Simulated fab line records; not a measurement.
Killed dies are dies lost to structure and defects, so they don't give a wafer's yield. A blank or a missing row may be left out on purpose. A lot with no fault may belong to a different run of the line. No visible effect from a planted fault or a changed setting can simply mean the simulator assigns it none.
Lot-split experiment / flow n5-finfet / 7 lots, 21 wafers read, on a route of 1938 steps

## ON THE SPLIT
At N5_BEOL_M0_ETCH_138 (etches SiCN in CH3F/O2, target depth 12 nm, time 31.6 s), the setting source-w was moved away from the recipe's 395 W on 6 of the 21 wafers read, by -13.2% to +13.9%. The other wafers ran this setting at the recipe's value.

The reading comes from the split's own step.

## THE READING
rf-vpp-V, in V, at N5_BEOL_M0_ETCH_138 (etches SiCN in CH3F/O2, target depth 12 nm, time 31.6 s). A value of 297.8 V with a standard deviation of 1.5 V is what fault-free wafers of this fab line usually give.

wafer=L076.3; tool, chamber at the split=rie-diel-05, 0; source-w as run, W=449.8; against the recipe=+13.9%; rf-vpp-V, V=286.4; against lot-mates on the recipe=-12.7
wafer=L076.4; tool, chamber at the split=rie-diel-05, 2; source-w as run, W=449.8; against the recipe=+13.9%; rf-vpp-V, V=284.9; against lot-mates on the recipe=-14.2
wafer=L076.6; tool, chamber at the split=rie-diel-05, 0; source-w as run, W=395; against the recipe=recipe; rf-vpp-V, V=299.1; against lot-mates on the recipe=-
wafer=L078.1; tool, chamber at the split=rie-diel-02, 3; source-w as run, W=395; against the recipe=recipe; rf-vpp-V, V=295.3; against lot-mates on the recipe=-
wafer=L078.2; tool, chamber at the split=rie-diel-02, 1; source-w as run, W=349.5; against the recipe=-11.5%; rf-vpp-V, V=309.4; against lot-mates on the recipe=+12.9
wafer=L078.5; tool, chamber at the split=rie-diel-02, 2; source-w as run, W=395; against the recipe=recipe; rf-vpp-V, V=297.7; against lot-mates on the recipe=-
wafer=L079.1; tool, chamber at the split=rie-diel-02, 1; source-w as run, W=432.1; against the recipe=+9.4%; rf-vpp-V, V=288.5; against lot-mates on the recipe=-10.8
wafer=L079.2; tool, chamber at the split=rie-diel-02, 2; source-w as run, W=432.1; against the recipe=+9.4%; rf-vpp-V, V=290.5; against lot-mates on the recipe=-8.8
wafer=L079.5; tool, chamber at the split=rie-diel-02, 0; source-w as run, W=395; against the recipe=recipe; rf-vpp-V, V=299.3; against lot-mates on the recipe=-
wafer=L081.1; tool, chamber at the split=rie-diel-03, 1; source-w as run, W=395; against the recipe=recipe; rf-vpp-V, V=298.7; against lot-mates on the recipe=-
wafer=L081.2; tool, chamber at the split=rie-diel-03, 0; source-w as run, W=342.8; against the recipe=-13.2%; rf-vpp-V, V=311.7; against lot-mates on the recipe=+13.6
wafer=L081.4; tool, chamber at the split=rie-diel-03, 0; source-w as run, W=395; against the recipe=recipe; rf-vpp-V, V=297.5; against lot-mates on the recipe=-
wafer=L082.2; tool, chamber at the split=rie-diel-02, 0; source-w as run, W=395; against the recipe=recipe; rf-vpp-V, V=298.5; against lot-mates on the recipe=-
wafer=L082.3; tool, chamber at the split=rie-diel-02, 1; source-w as run, W=395; against the recipe=recipe; rf-vpp-V, V=297.5; against lot-mates on the recipe=-
wafer=L082.5; tool, chamber at the split=rie-diel-02, 3; source-w as run, W=395; against the recipe=recipe; rf-vpp-V, V=295.5; against lot-mates on the recipe=-
wafer=L084.2; tool, chamber at the split=rie-diel-05, 3; source-w as run, W=395; against the recipe=recipe; rf-vpp-V, V=297.3; against lot-mates on the recipe=-
wafer=L084.3; tool, chamber at the split=rie-diel-05, 2; source-w as run, W=395; against the recipe=recipe; rf-vpp-V, V=295.7; against lot-mates on the recipe=-
wafer=L084.5; tool, chamber at the split=rie-diel-05, 0; source-w as run, W=395; against the recipe=recipe; rf-vpp-V, V=298.1; against lot-mates on the recipe=-
wafer=L095.2; tool, chamber at the split=rie-diel-05, 1; source-w as run, W=395; against the recipe=recipe; rf-vpp-V, V=296.9; against lot-mates on the recipe=-
wafer=L095.3; tool, chamber at the split=rie-diel-05, 3; source-w as run, W=395; against the recipe=recipe; rf-vpp-V, V=299.3; against lot-mates on the recipe=-
wafer=L095.5; tool, chamber at the split=rie-diel-05, 1; source-w as run, W=395; against the recipe=recipe; rf-vpp-V, V=297.0; against lot-mates on the recipe=-

FIT RESULTS
A straight line over all 21 wafers: rf-vpp-V changes by -0.934 V for each +1% of source-w; r = -0.98; the points scatter about the line by 1.3 V.
The same after taking each lot's own level away (the mean of its wafers on the recipe; 21 wafers): -1.02 V for each +1%; r = -0.99; scatter 1 V.
According to that fit, moving source-w by its largest amount changes the reading by 14 V.
Measured against the standard deviation above, the lots' own levels, which go from 296.50 to 299.30 V, span 1.9 times it.
The two slopes agree, so the slope changes little with the lot-to-lot level.
Check: with one of the wafers moved furthest among these (+13.9%) left out of the fit, the line predicts -14.5 V for it against its lot-mates. It came out at -12.7 V against them.
Tool readings at the split's step, against how far the setting was moved: rf-vpp-V r = -0.98.

## OTHER SPLITS APPLIED TO THESE WAFERS
These wafers also went through other splits before the reading. Each is held against what the fit with the lots' levels taken away leaves over:
other split on the same wafers=N5_GATE_CUT_ETCH_36 cf4-flow-sccm; wafers away from the commonest value=4; r with rf-vpp-V (lot level and that fit taken away)=-0.23
other split on the same wafers=N5_MOL_CONTACT_COAG_SPUTTER_130 power-w; wafers away from the commonest value=6; r with rf-vpp-V (lot level and that fit taken away)=+0.13
other split on the same wafers=N5_MOL_CONTACT_COAG_COAT_64 spin-rpm; wafers away from the commonest value=4; r with rf-vpp-V (lot level and that fit taken away)=+0.20
other split on the same wafers=N5_BEOL_M0_SAQP_SPACER1_ALD_98 ald-cycles; wafers away from the commonest value=8; r with rf-vpp-V (lot level and that fit taken away)=+0.04

## FILE'S OWN FIT
rf-vpp-V changes by -1.03 V for each +1% of source-w, r = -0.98.
